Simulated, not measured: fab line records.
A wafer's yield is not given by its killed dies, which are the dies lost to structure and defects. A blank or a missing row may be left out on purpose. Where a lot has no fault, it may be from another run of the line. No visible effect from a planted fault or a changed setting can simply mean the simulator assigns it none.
fab line records	flow n5-finfet
record: lots: 11	wafers: 33	last-day: 18
route steps=1938 shown BEOL_M11@1577 PASSIVATION@1905
lots untouched by any fault: they come from a run of this same line in which no faults occurred
start-h: hours from the record's opening day to when the first of the lot's shown wafers began	wait-h: how many hours have passed since the lot's step before this one	" as in the row above	L1.1+2: one row covering several wafers at once	- value missing, or start not given	* or withheld: withheld	< > ~ a bound
route shown NAME@n: a module of which the file shows steps, and the number in the route of the first	usual: mean/standard deviation of fault-free wafers	same: alike in all rows	chamber/n: place in a boat	sites: the reading at each site	_std_site: standard deviation of those values	_edge_site: the outer-site mean with the inner-site mean subtracted	radius-mm: how far each site lies from the wafer's centre	mask NAME#n: copy n	behind: the last tool/chamber to shape the wafer	hold: reason for holding the lot/hours on hold/outcome of the hold	device: the transistor (n, p or np) that didn't switch	end of line: tests run on the same wafers once the route is complete	a step given without rows: its recipe and nothing more	killed: the dies lost at the first sort to structure and to defects; this is not the yield of the wafer	map: dies across one wafer; x = killed, . = not, _ = none there
set.NAME: the setting that was run; set.NAME@STEP: the one run at that earlier step	model.NAME: the simulator's own value behind a step, which no gauge read
steps of the route over a sample of lots; a table a step, a row a wafer
services: a tool's chamber out of use, with start hour (start-h, from the record's first day; less than 0 if before it), hours out, and reason
== steps ==
step: N5_BEOL_M11_STRIP_36
recipe: chemistry: N2/H2	power-w: 450	temp-c: 40	pressure-mtorr: 20	rf-frequency-hz: 6e+07	overash-fraction: 0.3	bias-power-w: 7	h2-frac: 0.5	n2-flow-sccm: 200	h2-flow-sccm: 200
usual: drypump-motor-current-A: 5.86/0.25	oes-product-au: 0.78/0.095	rf-vpp-V: 59.1/1.8	showerhead-plenum-p-Torr: 2.54/0.081	temp-c: 40.00/0.1	throttle-valve-pct: 23.72/0.29
lot.wafer	tool	chamber	start-h	wait-h	drypump-motor-current-A	oes-product-au	rf-hours-counter-h	rf-vpp-V	showerhead-plenum-p-Torr	temp-c	throttle-valve-pct
L740.1	rie-diel-01	1	231.32	0.0	6.25	0.72	197	56.7	2.63	39.89	24.23
L740.4	"	3	"	"	5.57	0.69	209	59.6	2.50	40.00	23.43
L740.6	"	2	"	"	5.61	0.91	-	57.6	2.47	40.06	23.64
L741.2	rie-diel-02	1	250.00	0.0	6.32	0.74	183	59.1	2.63	39.92	23.51
L741.3	"	2	"	"	5.46	0.69	211	58.5	2.65	40.00	24.07
L741.5	"	0	"	"	5.80	0.71	-	60.5	2.41	40.13	23.72
L743.3	rie-diel-02	3	279.02	0.0	5.77	0.95	3	57.3	2.61	40.19	23.56
L743.5	"	1	"	"	6.33	0.72	-	57.5	2.63	40.02	23.61
L743.6	"	3	"	"	5.81	0.97	-	58.2	2.61	40.09	23.57
L745.4	rie-diel-06	2	279.37	0.0	6.00	0.69	197	60.0	2.52	39.97	23.56
L745.5	"	2	"	"	6.01	0.69	-	59.0	2.52	40.01	23.51
L745.6	"	1	"	"	5.75	0.68	-	57.2	2.63	40.08	23.90
L747.2	rie-diel-02	0	304.16	0.0	5.82	0.69	210	58.1	2.40	39.90	23.77
L747.4	"	1	"	"	6.33	0.71	201	58.9	2.62	40.11	23.57
L747.5	"	0	"	"	5.83	0.69	-	58.2	2.40	39.98	23.74
L751.2	rie-diel-02	1	319.72	0.0	6.33	0.73	206	61.0	2.62	40.14	23.60
L751.5	"	1	"	"	6.34	0.71	-	60.2	2.62	40.26	23.59
L751.6	"	2	"	"	5.45	0.68	-	59.0	2.64	40.05	24.11
L754.1	rie-diel-06	0	339.00	0.0	5.88	0.83	70	60.8	2.47	40.20	23.70
L754.2	"	2	"	"	5.98	0.70	217	60.1	2.51	39.91	23.56
L754.4	"	1	"	"	5.74	0.98	4	58.6	2.62	39.98	23.79
L757.2	rie-diel-06	2	348.67	0.0	6.01	0.70	220	57.2	2.51	40.07	23.52
L757.3	"	3	"	"	5.91	0.85	53	60.0	2.48	40.05	24.08
L757.6	"	3	"	"	5.87	0.84	-	56.9	2.48	39.93	24.08
L760.2	rie-diel-02	0	376.92	0.0	5.85	0.67	230	56.6	2.39	40.03	23.74
L760.3	"	2	"	"	5.46	0.68	248	59.6	2.63	40.10	24.10
L760.4	"	1	"	"	6.32	0.70	221	57.3	2.62	40.01	23.60
L759.2	rie-diel-02	1	384.58	0.0	6.37	0.69	224	58.3	2.61	39.95	23.62
L759.3	"	0	"	"	5.88	0.68	234	57.5	2.39	40.08	23.75
L759.4	"	1	"	"	6.36	0.69	-	60.0	2.61	39.86	23.61
L761.1	rie-diel-02	3	386.53	0.0	5.81	0.87	36	61.9	2.60	40.05	23.60
L761.4	"	0	"	"	5.82	0.67	-	57.5	2.39	39.89	23.75
L761.5	"	3	"	"	5.85	0.89	-	58.7	2.60	40.00	23.58
step: N5_PASSIVATION_CD_MEAS_30
recipe: target-cd-nm: 4000	landing-energy-ev: 500	detector: se-inlens	polarity: opening
usual: cd-nm: 3999.0/1.9
lot.wafer	tool	chamber	start-h	wait-h	cd-nm
L740.1	cd-sem-03	0	277.37	-	4001.6
L740.4	"	0	"	"	4000.3
L740.6	"	0	"	"	4001.3
L741.2	cd-sem-03	0	291.85	-	4000.1
L741.3	"	0	"	"	4000.9
L741.5	"	0	"	"	4000.8
L743.3	cd-sem-01	0	330.36	-	4000.0
L743.5	"	0	"	"	3999.1
L743.6	"	0	"	"	3997.2
L745.4	cd-sem-02	0	331.26	-	3997.9
L745.5	"	0	"	"	3996.1
L745.6	"	0	"	"	3997.0
L747.2	cd-sem-01	0	357.88	-	3997.3
L747.4	"	0	"	"	3998.6
L747.5	"	0	"	"	3998.8
L751.2	cd-sem-01	0	370.70	-	3998.7
L751.5	"	0	"	"	3996.9
L751.6	"	0	"	"	3999.7
L757.2	cd-sem-01	0	385.93	-	4001.1
L757.3	"	0	"	"	4000.0
L757.6	"	0	"	"	4001.3
L754.1	cd-sem-03	0	386.86	-	3998.8
L754.2	"	0	"	"	4001.3
L754.4	"	0	"	"	3996.4
L760.2	cd-sem-01	0	417.34	-	4001.9
L760.3	"	0	"	"	3997.1
L760.4	"	0	"	"	3998.9
L759.2	cd-sem-01	0	424.07	-	4000.3
L759.3	"	0	"	"	3999.0
L759.4	"	0	"	"	4001.8
L761.1	cd-sem-03	0	427.62	-	4001.4
L761.4	"	0	"	"	4002.0
L761.5	"	0	"	"	3998.8
step: N5_PASSIVATION_OVL_MEAS_63
recipe: points-per-wafer: 44
usual: PAD_OVL: 1/5.7
same: points-per-wafer: 44
lot.wafer	tool	chamber	start-h	wait-h	PAD_OVL[nm]
L740.1	overlay-01	0	277.40	0.0	3
L740.4	"	0	"	"	7
L740.6	"	0	"	"	6
L741.2	overlay-02	0	291.87	0.0	5
L741.3	"	0	"	"	10
L741.5	"	0	"	"	9
L743.3	overlay-01	0	330.38	0.0	5
L743.5	"	0	"	"	8
L743.6	"	0	"	"	3
L745.4	overlay-01	0	331.29	0.0	-2
L745.5	"	0	"	"	8
L745.6	"	0	"	"	-5
L747.2	overlay-01	0	357.91	0.0	-10
L747.4	"	0	"	"	-9
L747.5	"	0	"	"	-3
L751.2	overlay-01	0	370.73	0.0	-6
L751.5	"	0	"	"	-2
L751.6	"	0	"	"	3
L757.2	overlay-02	0	385.96	0.0	-9
L757.3	"	0	"	"	-7
L757.6	"	0	"	"	-10
L754.1	overlay-01	0	386.89	0.0	3
L754.2	"	0	"	"	1
L754.4	"	0	"	"	1
L760.2	overlay-01	0	417.37	0.0	-4
L760.3	"	0	"	"	-1
L760.4	"	0	"	"	-9
L759.2	overlay-01	0	424.10	0.0	5
L759.3	"	0	"	"	5
L759.4	"	0	"	"	10
L761.1	overlay-02	0	427.66	0.0	3
L761.4	"	0	"	"	14
L761.5	"	0	"	"	1
step: N5_PASSIVATION_DESCUM_46
recipe: chemistry: O2	time-s: 7.9	source-power-w: 50	bias-power-w: 20	pressure-mtorr: 20	rf-frequency-hz: 2.712e+07	temp-c: 40	o2-flow-sccm: 225
usual: drypump-motor-current-A: 5.8/0.41	oes-product-au: 0.80/0.071	rf-vpp-V: 242.8/1.7	showerhead-plenum-p-Torr: 2.07/0.092	temp-c: 39.99/0.11	throttle-valve-pct: 20.54/0.17
lot.wafer	tool	chamber	start-h	wait-h	drypump-motor-current-A	oes-product-au	rf-hours-counter-h	rf-vpp-V	showerhead-plenum-p-Torr	temp-c	throttle-valve-pct
L740.1	rie-diel-03	1	279.20	0.0	5.8	0.89	31	243.7	2.13	39.89	20.15
L740.4	"	3	"	"	5.5	0.90	19	244.4	2.16	39.99	20.32
L740.6	"	1	"	"	5.8	0.90	-	243.9	2.13	39.94	20.13
L741.2	rie-diel-05	3	293.79	0.0	4.9	0.83	87	245.0	2.21	39.97	20.46
L741.3	"	1	"	"	5.5	0.82	89	243.1	2.13	40.13	20.78
L741.5	"	0	"	"	5.4	0.92	-	242.6	2.07	39.86	20.46
L743.3	rie-diel-04	3	332.41	0.0	6.4	0.94	24	242.1	2.05	39.78	20.56
L743.5	"	2	"	"	5.9	0.80	-	240.7	2.01	40.21	20.43
L743.6	"	1	"	"	6.0	0.84	-	243.2	2.04	40.27	20.31
L745.4	rie-diel-04	1	333.26	0.2	6.0	0.85	60	241.8	2.04	39.74	20.30
L745.5	"	3	"	"	6.5	0.93	-	241.4	2.05	40.07	20.56
L745.6	"	0	"	"	6.1	0.82	-	244.8	2.19	39.99	20.66
L747.2	rie-diel-03	1	360.02	0.1	5.8	0.86	58	243.3	2.13	39.96	20.19
L747.4	"	3	"	"	5.5	0.85	47	244.4	2.15	39.91	20.38
L747.5	"	2	"	"	5.5	0.67	-	242.4	2.07	39.96	20.56
L751.2	rie-diel-04	0	372.55	0.0	6.2	0.79	101	245.4	2.18	39.88	20.67
L751.5	"	2	"	"	6.0	0.79	-	241.1	2.01	39.94	20.44
L751.6	"	3	"	"	6.4	0.90	-	239.9	2.05	39.90	20.57
L757.2	rie-diel-04	2	388.35	0.4	6.0	0.78	119	243.3	2.01	40.08	20.44
L757.3	"	0	"	"	6.2	0.79	108	244.6	2.18	40.00	20.69
L757.6	"	3	"	"	6.5	0.88	-	241.9	2.04	39.99	20.60
L754.1	rie-diel-05	3	389.18	0.3	4.9	0.80	117	244.7	2.19	39.94	20.51
L754.2	"	0	"	"	5.4	0.88	45	243.4	2.06	40.14	20.52
L754.4	"	1	"	"	5.4	0.79	119	242.6	2.12	39.97	20.82
L760.2	rie-diel-04	3	419.27	0.1	6.4	0.87	57	241.9	2.04	40.09	20.62
L760.3	"	0	"	"	6.1	0.77	120	244.3	2.18	40.17	20.71
L760.4	"	1	"	"	6.0	0.81	81	242.4	2.03	39.99	20.34
L759.2	rie-diel-04	3	425.89	0.0	6.4	0.88	60	242.7	2.04	40.00	20.62
L759.3	"	1	"	"	6.0	0.81	84	243.2	2.03	40.03	20.34
L759.4	"	2	"	"	6.0	0.77	133	241.8	2.00	40.15	20.49
L761.1	rie-diel-04	0	429.66	0.1	6.2	0.77	124	244.8	2.17	39.95	20.71
L761.4	"	3	"	"	6.5	0.87	61	243.3	2.04	39.97	20.62
L761.5	"	2	"	"	6.0	0.77	-	240.8	2.00	40.08	20.47
step: N5_PASSIVATION_PROBE_49
usual: defect-limited-yield: 91.0/1.4	killed_at_M0_to_M3: 36/10	killed_at_M4_up: 15/5	killed-at-contacts: 12/6.1	killed-at-front-end: 40/13	killed-at-other: 3.8/2.9	killed-dies: 106/16	killed-open: 68/12	killed-short: 35/8.2	sort_bin_5_function: 5.2/0.9	sort_bin_6_memory: 3.4/0.71	sort_bin_8_speed: 0.0/0.46	sort-n-pass: 1073/17	sort-yield-pct: 91.0/1.5
same: gross-dies: 1180	killed-at-back-side: 0	sort_bin_4_leakage[%]: 0
lot.wafer	tool	chamber	start-h	wait-h	defect-limited-yield[%]	killed_at_M0_to_M3	killed_at_M4_up	killed-at-contacts	killed-at-front-end	killed-at-other	killed-dies	killed-open	killed-short	sort_bin_5_function[%]	sort_bin_6_memory[%]	sort_bin_8_speed[%]	sort-n-pass	sort-yield-pct[%]
L740.1	prober-01	-	282.25	0.0	91.1	26	18	24	34	3	105	68	34	5.7	3.0	0	1075	91.1
L740.4	prober-01	-	282.40	0.2	90.7	27	17	21	40	5	110	78	29	5.1	4.1	0	1070	90.7
L740.6	prober-01	-	282.50	0.3	91.1	28	16	17	38	6	105	59	44	5.3	3.3	0	1075	91.1
L741.2	prober-02	-	296.92	0.1	91.3	24	13	18	45	3	103	77	23	5.3	3.4	0	1077	91.3
L741.3	prober-02	-	296.97	0.1	88.1	35	10	17	75	3	140	91	47	7.1	4.5	0	1040	88.1
L741.5	prober-02	-	297.07	0.2	88.9	37	19	17	58	0	131	99	30	6.4	4.1	0	1049	88.9
L743.3	prober-01	-	335.57	0.1	91.5	32	6	12	44	6	100	51	48	3.6	4.3	0	1080	91.5
L743.5	prober-01	-	335.67	0.2	89.2	38	12	17	53	8	128	76	52	6.4	4.2	0	1052	89.2
L743.6	prober-01	-	335.72	0.3	88.8	42	11	9	67	3	132	59	62	6.0	4.2	0	1048	88.8
L745.4	prober-02	-	336.46	0.2	90.5	40	9	18	41	4	112	68	43	5.2	4.0	0.1	1067	90.4
L745.5	prober-02	-	336.51	0.2	91.0	40	19	18	22	7	106	69	36	5.7	3.2	0	1074	91.0
L745.6	prober-02	-	336.56	0.3	90.4	38	14	18	36	7	113	73	37	5.6	3.7	0	1067	90.4
L747.2	prober-02	-	363.11	0.1	92.3	29	21	13	25	3	91	68	21	4.2	3.2	0	1089	92.3
L747.4	prober-02	-	363.21	0.2	78.5	31	173	10	37	3	254	68	36	12.7	4.2	0	926	78.5
L747.5	prober-02	-	363.26	0.2	90.5	34	27	16	33	2	112	80	32	5.6	3.7	0	1068	90.5
L751.2	prober-02	-	376.82	0.1	81.8	25	157	10	21	2	215	40	20	11.7	2.7	0	965	81.8
L751.5	prober-02	-	376.97	0.2	78.2	37	167	17	34	2	257	64	40	12.8	4.4	0	923	78.2
L751.6	prober-02	-	377.02	0.3	91.3	53	14	4	32	0	103	62	38	5.5	2.6	0	1077	91.3
L757.2	prober-01	-	391.52	0.1	91.9	34	13	9	35	5	96	57	35	4.7	2.8	0	1084	91.9
L757.3	prober-01	-	391.57	0.1	92.3	46	17	9	16	3	91	66	25	4.9	2.5	0	1089	92.3
L757.6	prober-01	-	391.72	0.3	90.8	36	23	7	40	3	109	74	31	5.4	3.4	0	1071	90.8
L754.1	prober-01	-	392.30	0.0	88.1	57	10	10	58	6	141	96	43	6.6	4.8	0	1039	88.1
L754.2	prober-01	-	392.35	0.1	90.8	40	14	7	43	4	108	74	28	5.9	2.4	0	1072	90.8
L754.4	prober-01	-	392.45	0.2	90.9	41	16	10	31	9	107	73	31	5.5	3.2	0	1073	90.9
L760.2	prober-02	-	422.36	0.1	91.4	32	18	23	28	1	102	71	27	5.4	2.8	0	1078	91.4
L760.3	prober-02	-	422.41	0.1	92.8	24	8	17	36	0	85	53	29	4.3	2.4	0	1095	92.8
L760.4	prober-02	-	422.46	0.2	92.6	22	8	8	47	2	87	48	33	4.2	2.6	0	1093	92.6
L759.2	prober-02	-	429.02	0.1	88.8	44	10	12	64	2	132	81	43	6.0	4.3	0	1048	88.8
L759.3	prober-02	-	429.07	0.1	91.0	35	19	4	45	3	106	60	43	5.2	3.6	0	1074	91.0
L759.4	prober-02	-	429.12	0.2	90.3	33	15	18	36	13	115	79	32	5.5	3.6	0	1065	90.3
L761.1	prober-01	-	432.70	0.0	91.4	43	12	9	33	5	102	61	37	5.7	2.4	0	1078	91.4
L761.4	prober-01	-	432.85	0.2	88.1	20	15	13	85	8	141	83	54	6.1	5.1	0	1039	88.1
L761.5	prober-01	-	432.90	0.2	87.4	34	19	11	80	5	149	94	49	6.5	5.2	0	1031	87.4
killed by level:class
L740.1 MOL_CONTACT_COAG:geometric-particle:open=18 STI_FIN_REVEAL:geometric-particle:open=8 BEOL_M0_SAQP:geometric-particle:short=8 BEOL_M4:geometric-particle:short=7 MOL_CONTACT_COAG:geometric-particle:short=6 BEOL_M3:geometric-particle:open=6 FIN_SAQP:geometric-particle:open=4 GATE_CUT:geometric-particle:open=4
L740.4 STI_FIN_REVEAL:geometric-particle:open=24 MOL_CONTACT_COAG:geometric-particle:open=14 BEOL_M2:geometric-particle:open=9 BEOL_M1:geometric-particle:open=8 MOL_CONTACT_COAG:geometric-particle:short=7 BEOL_M4:geometric-particle:open=7 BEOL_M5:geometric-particle:open=6 FIN_SAQP:geometric-particle:short=4
L740.6 MOL_CONTACT_COAG:geometric-particle:open=12 BEOL_M0_SAQP:geometric-particle:short=8 BEOL_M0_SAQP:geometric-particle:open=7 FIN_SAQP:geometric-particle:short=6 ILD0:geometric-particle:short=5 GATE_CUT:geometric-particle:short=5 MOL_CONTACT_COAG:geometric-particle:short=5 BEOL_M1:geometric-particle:open=5
L741.2 MOL_CONTACT_COAG:geometric-particle:open=17 STI_FIN_REVEAL:geometric-particle:open=15 FIN_SAQP:geometric-particle:open=9 FIN_SAQP:geometric-particle:short=6 BEOL_M3:geometric-particle:open=6 GATE_CUT:geometric-particle:open=5 BEOL_M2:geometric-particle:open=5 BEOL_M4:geometric-particle:open=5
L741.3 STI_FIN_REVEAL:geometric-particle:open=27 FIN_SAQP:geometric-particle:open=18 MOL_CONTACT_COAG:geometric-particle:open=11 GATE_CUT:geometric-particle:short=10 BEOL_M0_SAQP:geometric-particle:short=8 FIN_SAQP:geometric-particle:short=7 BEOL_M3:geometric-particle:open=6 STI_FIN_REVEAL:geometric-particle:short=5
L741.5 STI_FIN_REVEAL:geometric-particle:open=19 FIN_SAQP:geometric-particle:open=18 MOL_CONTACT_COAG:geometric-particle:open=12 BEOL_M0_SAQP:geometric-particle:open=8 BEOL_M3:geometric-particle:open=8 BEOL_M2:geometric-particle:open=6 BEOL_M0:geometric-particle:open=6 BEOL_M4:geometric-particle:open=6
L743.3 FIN_SAQP:geometric-particle:short=19 BEOL_M3:geometric-particle:open=9 MOL_CONTACT_COAG:geometric-particle:open=8 FIN_SAQP:geometric-particle:open=7 BEOL_M0_SAQP:geometric-particle:open=7 BEOL_M0_SAQP:geometric-particle:short=7 STI_FIN_REVEAL:geometric-particle:open=6 GATE_CUT:geometric-particle:short=6
L743.5 FIN_SAQP:geometric-particle:short=19 MOL_CONTACT_COAG:geometric-particle:open=15 STI_FIN_REVEAL:geometric-particle:open=11 BEOL_M3:geometric-particle:open=10 BEOL_M0_SAQP:geometric-particle:short=9 FIN_SAQP:geometric-particle:open=6 BEOL_M4:geometric-particle:open=6 BEOL_M0_SAQP:geometric-particle:open=5
L743.6 FIN_SAQP:geometric-particle:short=30 BEOL_M0_SAQP:geometric-particle:short=14 STI_FIN_REVEAL:geometric-particle:open=9 BEOL_M0_SAQP:geometric-particle:open=8 BEOL_M2:geometric-particle:open=8 HKMG_FIN:area-etch=8 FIN_SAQP:geometric-particle:open=7 MOL_CONTACT_COAG:geometric-particle:open=7
L745.4 MOL_CONTACT_COAG:geometric-particle:open=13 BEOL_M2:geometric-particle:open=11 FIN_SAQP:geometric-particle:open=9 BEOL_M0_SAQP:geometric-particle:open=8 BEOL_M3:geometric-particle:open=7 STI_FIN_REVEAL:geometric-particle:open=5 MOL_CONTACT_COAG:geometric-particle:short=5 BEOL_M0_SAQP:geometric-particle:short=5
L745.5 MOL_CONTACT_COAG:geometric-particle:open=16 BEOL_M4:geometric-particle:open=11 BEOL_M0_SAQP:geometric-particle:short=11 BEOL_M1:geometric-particle:open=11 BEOL_M0_SAQP:geometric-particle:open=6 FIN_SAQP:geometric-particle:short=5 BEOL_M2:geometric-particle:open=5 BEOL_M2:geometric-particle:short=4
L745.6 MOL_CONTACT_COAG:geometric-particle:open=14 FIN_SAQP:geometric-particle:short=10 BEOL_M0_SAQP:geometric-particle:open=10 FIN_SAQP:geometric-particle:open=9 BEOL_M3:geometric-particle:open=9 BEOL_M2:geometric-particle:open=7 ILD0:geometric-particle:open=5 BEOL_M2:geometric-particle:short=4
L747.2 MOL_CONTACT_COAG:geometric-particle:open=11 BEOL_M4:geometric-particle:open=11 BEOL_M3:geometric-particle:open=8 BEOL_M2:geometric-particle:open=6 BEOL_M5:geometric-particle:open=5 FIN_SAQP:geometric-particle:open=4 STI_FIN_REVEAL:geometric-particle:open=4 GATE_CUT:geometric-particle:short=4
L747.4 BEOL_M11:unspecified=148 BEOL_M4:geometric-particle:open=15 STI_FIN_REVEAL:geometric-particle:open=11 BEOL_M0_SAQP:geometric-particle:short=11 BEOL_M0_SAQP:geometric-particle:open=8 MOL_CONTACT_COAG:geometric-particle:open=8 FIN_SAQP:geometric-particle:short=5 FIN_SAQP:geometric-particle:open=4
L747.5 MOL_CONTACT_COAG:geometric-particle:open=15 BEOL_M1:geometric-particle:open=9 BEOL_M4:geometric-particle:open=9 BEOL_M3:geometric-particle:open=7 FIN_SAQP:geometric-particle:short=6 FIN_SAQP:geometric-particle:open=6 GATE_CUT:geometric-particle:short=6 BEOL_M0_SAQP:geometric-particle:open=6
L751.2 BEOL_M11:unspecified=153 BEOL_M0_SAQP:geometric-particle:open=11 MOL_CONTACT_COAG:geometric-particle:open=9 BEOL_M0_SAQP:geometric-particle:short=6 STI_FIN_REVEAL:geometric-particle:open=3 DUMMY_GATE:geometric-particle:open=3 GATE_CUT:geometric-particle:short=3 BEOL_M3:geometric-particle:open=3
L751.5 BEOL_M11:unspecified=150 BEOL_M0_SAQP:geometric-particle:open=14 MOL_CONTACT_COAG:geometric-particle:open=13 BEOL_M0_SAQP:geometric-particle:short=11 BEOL_M5:geometric-particle:open=9 GATE_CUT:geometric-particle:short=7 BEOL_M3:geometric-particle:open=6 FIN_SAQP:geometric-particle:short=5
L751.6 BEOL_M0_SAQP:geometric-particle:short=15 BEOL_M3:geometric-particle:open=15 BEOL_M0_SAQP:geometric-particle:open=12 GATE_CUT:geometric-particle:short=9 STI_FIN_REVEAL:geometric-particle:open=6 FIN_SAQP:geometric-particle:open=4 BEOL_M2:geometric-particle:open=4 GATE_CUT:geometric-particle:open=3
L757.2 FIN_SAQP:geometric-particle:open=10 BEOL_M0_SAQP:geometric-particle:short=10 FIN_SAQP:geometric-particle:short=9 MOL_CONTACT_COAG:geometric-particle:open=8 BEOL_M0_SAQP:geometric-particle:open=7 BEOL_M3:geometric-particle:open=7 BEOL_M1:geometric-particle:short=4 BEOL_M2:geometric-particle:open=4
L757.3 BEOL_M3:geometric-particle:open=16 BEOL_M0_SAQP:geometric-particle:open=10 BEOL_M2:geometric-particle:open=8 MOL_CONTACT_COAG:geometric-particle:open=7 BEOL_M0_SAQP:geometric-particle:short=7 FIN_SAQP:geometric-particle:short=5 BEOL_M4:geometric-particle:open=5 FIN_CUT:geometric-particle:open=3
L757.6 FIN_SAQP:geometric-particle:short=14 FIN_SAQP:geometric-particle:open=10 STI_FIN_REVEAL:geometric-particle:open=8 BEOL_M0_SAQP:geometric-particle:open=7 BEOL_M0_SAQP:geometric-particle:short=7 BEOL_M3:geometric-particle:open=7 BEOL_M4:geometric-particle:open=7 MOL_CONTACT_COAG:geometric-particle:open=6
L754.1 BEOL_M2:geometric-particle:open=21 STI_FIN_REVEAL:geometric-particle:open=15 FIN_SAQP:geometric-particle:open=11 FIN_SAQP:geometric-particle:short=10 BEOL_M0_SAQP:geometric-particle:open=9 BEOL_M1:geometric-particle:open=9 MOL_CONTACT_COAG:geometric-particle:open=8 GATE_CUT:geometric-particle:short=7
L754.2 BEOL_M2:geometric-particle:open=18 STI_FIN_REVEAL:geometric-particle:open=9 BEOL_M0_SAQP:geometric-particle:open=9 MOL_CONTACT_COAG:geometric-particle:open=7 BEOL_M4:geometric-particle:open=7 GATE_CUT:geometric-particle:short=6 STI_FIN_REVEAL:geometric-particle:short=5 DUMMY_GATE:geometric-particle:open=5
L754.4 MOL_CONTACT_COAG:geometric-particle:open=10 STI_FIN_REVEAL:geometric-particle:open=9 BEOL_M4:geometric-particle:open=9 BEOL_M0_SAQP:geometric-particle:short=8 BEOL_M1:geometric-particle:open=8 BEOL_M3:geometric-particle:open=8 BEOL_M0_SAQP:geometric-particle:open=7 BEOL_M2:geometric-particle:open=6
L760.2 MOL_CONTACT_COAG:geometric-particle:open=15 BEOL_M4:geometric-particle:open=12 FIN_SAQP:geometric-particle:open=9 MOL_CONTACT_COAG:geometric-particle:short=8 STI_FIN_REVEAL:geometric-particle:open=6 BEOL_M2:geometric-particle:open=6 BEOL_M0_SAQP:geometric-particle:short=6 BEOL_M1:geometric-particle:open=6
L760.3 MOL_CONTACT_COAG:geometric-particle:open=13 STI_FIN_REVEAL:geometric-particle:open=8 FIN_SAQP:geometric-particle:open=6 FIN_SAQP:geometric-particle:short=6 DUMMY_GATE:geometric-particle:open=6 BEOL_M1:geometric-particle:short=5 BEOL_M2:geometric-particle:open=4 MOL_CONTACT_COAG:geometric-particle:short=3
L760.4 STI_FIN_REVEAL:geometric-particle:open=17 FIN_SAQP:geometric-particle:open=7 BEOL_M0_SAQP:geometric-particle:short=7 STI_FIN_REVEAL:geometric-particle:short=5 MOL_CONTACT_COAG:geometric-particle:open=5 HKMG_FIN:area-etch=5 FIN_SAQP:geometric-particle:short=4 BEOL_M1:geometric-particle:open=4
L759.2 STI_FIN_REVEAL:geometric-particle:open=23 BEOL_M0_SAQP:geometric-particle:short=12 BEOL_M2:geometric-particle:open=10 BEOL_M0_SAQP:geometric-particle:open=9 MOL_CONTACT_COAG:geometric-particle:short=7 FIN_SAQP:geometric-particle:open=6 HKMG_FIN:area-etch=6 FIN_SAQP:geometric-particle:short=5
L759.3 STI_FIN_REVEAL:geometric-particle:open=16 BEOL_M0_SAQP:geometric-particle:short=13 FIN_SAQP:geometric-particle:short=12 BEOL_M0_SAQP:geometric-particle:open=9 FIN_SAQP:geometric-particle:open=6 MOL_CONTACT_COAG:geometric-particle:open=4 BEOL_M2:geometric-particle:open=4 BEOL_M4:geometric-particle:open=3
L759.4 STI_FIN_REVEAL:geometric-particle:open=14 BEOL_M2:geometric-particle:open=14 MOL_CONTACT_COAG:geometric-particle:open=12 BEOL_M4:geometric-particle:open=11 BEOL_M0_SAQP:geometric-particle:open=7 GATE_CUT:geometric-particle:short=7 MOL_CONTACT_COAG:geometric-particle:short=6 BEOL_M0_SAQP:geometric-particle:short=5
L761.1 FIN_SAQP:geometric-particle:short=10 BEOL_M2:geometric-particle:open=10 MOL_CONTACT_COAG:geometric-particle:open=9 BEOL_M0_SAQP:geometric-particle:short=9 BEOL_M3:geometric-particle:open=8 STI_FIN_REVEAL:geometric-particle:open=6 FIN_SAQP:geometric-particle:open=4 BEOL_M1:geometric-particle:open=4
L761.4 STI_FIN_REVEAL:geometric-particle:open=20 FIN_SAQP:geometric-particle:short=19 FIN_SAQP:geometric-particle:open=15 MOL_CONTACT_COAG:geometric-particle:open=10 BEOL_M4:geometric-particle:open=7 DUMMY_GATE:geometric-particle:open=7 BEOL_M3:geometric-particle:short=6 GATE_CUT:geometric-particle:short=4
L761.5 STI_FIN_REVEAL:geometric-particle:open=25 FIN_SAQP:geometric-particle:short=17 BEOL_M2:geometric-particle:open=12 FIN_SAQP:geometric-particle:open=10 MOL_CONTACT_COAG:geometric-particle:open=8 STI_FIN_REVEAL:geometric-particle:short=7 BEOL_M0_SAQP:geometric-particle:open=7 BEOL_M0_SAQP:geometric-particle:short=5
== services ==
tool	chamber	start-h	hours	kind
rie-diel-04	3	232.80	-	clean
rie-diel-04	3	232.80	-	consumable-replace:focus-ring
rie-diel-04	3	232.80	26.5	scheduled-down
rie-diel-04	3	232.80	26.5	vent-cycle
rie-diel-02	3	245.46	-	clean
rie-diel-02	3	245.46	-	consumable-replace:esc
rie-diel-02	3	245.46	-	consumable-replace:focus-ring
rie-diel-02	3	245.46	23.3	scheduled-down
rie-diel-02	3	245.46	23.3	vent-cycle
rie-diel-06	-	256.20	0.5	repair
rie-diel-02	2	274.36	2.9	repair
rie-diel-05	0	275.61	2.2	repair
rie-diel-01	1	284.52	11.2	repair
rie-diel-03	1	288.45	4.6	repair
rie-diel-04	3	291.79	3.6	repair
rie-diel-06	1	295.03	8.2	repair
rie-diel-05	-	363.83	2.8	pm
rie-diel-03	2	368.27	3.8	repair
rie-diel-05	2	368.47	3.1	repair
rie-diel-04	1	370.42	22.5	repair
rie-diel-05	1	406.84	10.0	repair
rie-diel-05	3	407.26	5.7	repair
rie-diel-02	1	412.13	6.4	repair
rie-diel-01	-	413.97	1.2	repair
== key ==
first-sign: step: N5_PASSIVATION_PROBE_49	reading: killed_at_M4_up	direction: up	sigmas: 30	usual: 15	struck: 166
effect: step: N5_PASSIVATION_PROBE_49	reading: defect-limited-yield	direction: down	sigmas: 8.3	usual: 91.0	struck: 79.5
more-kills-born-at: N5_BEOL_M11_STRIP_36@rie-diel-02: 451
met-at N5_BEOL_M11_STRIP_36
struck-lots L747,L751
struck-wafers L747.4,L751.2,L751.5
not-acting-at N5_PASSIVATION_CD_MEAS_30,N5_PASSIVATION_OVL_MEAS_63,N5_PASSIVATION_DESCUM_46
onset-between 279.02 304.16
fault: kind: chamber-particle-source	tool: rie-diel-02	chamber: 1	onset-h: 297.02	steps: N5_BEOL_M11_STRIP_36	rate-per-visit-cm2: 2.2019	end-h: 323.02
